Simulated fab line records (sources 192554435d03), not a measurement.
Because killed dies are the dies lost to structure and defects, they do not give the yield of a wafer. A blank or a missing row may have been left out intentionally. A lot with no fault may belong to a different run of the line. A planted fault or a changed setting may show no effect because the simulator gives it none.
A struck lot beside a sound one ; flow n5Finfet ; 26 out of 1938 route steps
Sound: the wafers L757.3, L757.5, L757.6. The struck wafers were L762.1, L762.2, L762.4. The cause is named last.
For every step that has rows: the tool of each side, followed by ch and its chambers, followed by its first start. Under that, the readings that differ: sound wafers ; struck wafers ; difference of the means ; sigmas: that difference in standard deviations of wafers without a fault.
alike: a reading whose means differ by less than 2 such deviations, as well as words and numbers matching on both sides. not compared: withheld readings; readings where some wafer has no value; bounds like >300 that might hide an equal value; numbers whose values overlap and for which the record gives no deviation.
The two part at a step that has a row with sigmas, a row that says differs or no value, or rows on one side only. When numbers do not overlap yet have no deviation, they are printed without sigmas and do not part them. Lack of a reading on every wafer of one side parts them only where that side has two or more wafers.

first, 9 steps without rows for these wafers: N5_BEOL_M0_SAQP_EXPOSE_11 (exposes mask M0 CORE, target cd 42 nm); N5_BEOL_M0_SAQP_PEB_12 (peb time 60 s); N5_BEOL_M0_SAQP_DEVELOP_13 (develop time 30 s); N5_BEOL_M0_SAQP_DESCUM_19 (chemistry O2, time 7.9 s); N5_BEOL_M0_SAQP_ETCH_83 (etches SiARC in CF4, target depth 39 nm, time 65 s); N5_BEOL_M0_SAQP_ETCH_84 (etches SOC in N2/H2, target depth 100 nm, overetch 20 nm, time 150 s); N5_BEOL_M0_SAQP_STRIP_80 (strips in N2/H2); N5_BEOL_M0_SAQP_HM_OPEN_112 (chemistry CHF3/O2, target SiO2, stops on a-Si, target depth 12 nm, time 13.5 s); N5_BEOL_M0_SAQP_STRIP_113 (strips in CHF3/O2).
N5_BEOL_M0_SAQP_MANDREL_ETCH_20: etches a-Si in HBr/Cl2, stops on SiNx, target depth 60 nm, bt time 10 s, time 30 s.
  sound on rieSi-02 ch 1,2,3, day 7 04:29; struck on rieSi-02 ch 0,1,3, day 8 12:52
reading;sound;struck;difference;sigmas
oesProductAu (a.u.);0.770 0.783 0.800;0.713 0.682 0.690;-0.089;-6
overEtchFrac;0.5 0.5 0.5;0.8666 0.8666 0.8666;+0.3666;
model.SOC_of_BEOL_M0_SAQP_COAT_81.thkNm (nm);75.8 75.4 75.4;69 68.8 69.4;-6;
model.SiNx_of_BEOL_M0_SAQP_PECVD_97.thkNm (nm);18.4 18.6 19;14.6 14.8 15.4;-3.7;
  alike: drypumpMotorCurrentA, rfFwdPowerW, throttleValvePct
  not compared: rfHoursCounterH
then, 12 steps without rows for these wafers: N5_BEOL_M0_SAQP_STRIP_86 (strips in N2/H2); N5_BEOL_M0_SAQP_STRIP_115 (strips in post etch residue remover, time 60 s); N5_BEOL_M0_SAQP_SRD_93 (time 30 s); N5_BEOL_M0_SAQP_RECESS_114 (chemistry HF/NH3, target SiO2, target depth 14.4 nm, afs cycles 3, sublimation time 60 s); N5_BEOL_M0_SAQP_SPACER1_ALD_98 (deposits SiO2, target thk 12.8 nm, pulse time 1 s, purge time 2 s); N5_BEOL_M0_SAQP_SPACER1_ETCHBACK_99 (etches SiO2 in CHF3/O2, target depth 15.4 nm, time 7.7 s); N5_BEOL_M0_SAQP_MANDREL1_REMOVE_100 (chemistry HBr/Cl2/O2, target a-Si, stops on SiNx, bt time 10 s); N5_BEOL_M0_SAQP_ETCH_101 (etches SiNx in CH3F/O2, target depth 29.9 nm, time 42.7 s); N5_BEOL_M0_SAQP_ETCH_102 (etches SiO2 in CF4, target depth 4 nm, time 4.4 s); N5_BEOL_M0_SAQP_MANDREL_ETCH_103 (etches a-Si in HBr/Cl2, stops on SiCN, target depth 45 nm, bt time 10 s, time 27 s); N5_BEOL_M0_SAQP_RECESS_104 (chemistry HF/NH3, target SiO2, target depth 18 nm, afs cycles 3, sublimation time 60 s); N5_BEOL_M0_SAQP_COAT_105 (time 60 s, resist thk 100 nm).
N5_BEOL_M0_SAQP_ETCH_106: etches SOC in N2/H2, stops on SiNx, target depth 150 nm.
  sound on rieDiel-03 ch 0,2,3, day 7 06:39; struck on rieDiel-01 ch 0,1,2, day 8 14:53
reading;sound;struck;difference;sigmas
model.SiNx_of_BEOL_M0_SAQP_PECVD_97.thkNm (nm);15.4 15.6 16;11.6 11.8 12.4;-3.7;
  alike: drypumpMotorCurrentA, oesProductAu, rfFwdPowerW, rfVppV, showerheadPlenumPTorr, throttleValvePct
  not compared: rfHoursCounterH
then, 1 step without rows for these wafers: N5_BEOL_M0_SAQP_ETCH_107 (etches SiNx in CH3F/O2, target depth 30 nm).
-- record jumps: 6 days separate the struck wafers' starts on either side; left off in module BEOL_M0_SAQP, taken up again in module BEOL_M4, whose first shown step is the route's number 1111 --
N5_BEOL_M4_RC_MEAS_101:
  sound on prober-02 ch 0, day 13 01:53; struck on prober-01 ch 0, day 14 23:28
  alike: DIBL_N, DIBL_P, IOFF_N, IOFF_P, ION_N, ION_P, SS_N, SS_P, VT_N, VT_P
-- record jumps: 4 days separate the struck wafers' starts on either side; left off in module BEOL_M4, taken up again in module PASSIVATION, whose first shown step is the route's number 1936 --
N5_PASSIVATION_PROBE_49:
  rows exist in the record for the struck wafers here (prober-01, day 19 06:37), but not for the sound ones

== WHERE THEY PART ==
At N5_BEOL_M0_SAQP_MANDREL_ETCH_20 first; at N5_PASSIVATION_PROBE_49 last (within this record only).

WHY: what the simulator had put in
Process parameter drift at N5_BEOL_M0_SAQP_MANDREL_ETCH_20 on rieSi-02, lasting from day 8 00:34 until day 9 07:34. The setting overEtchFrac was moved by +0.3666, starting from 0.5. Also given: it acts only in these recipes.
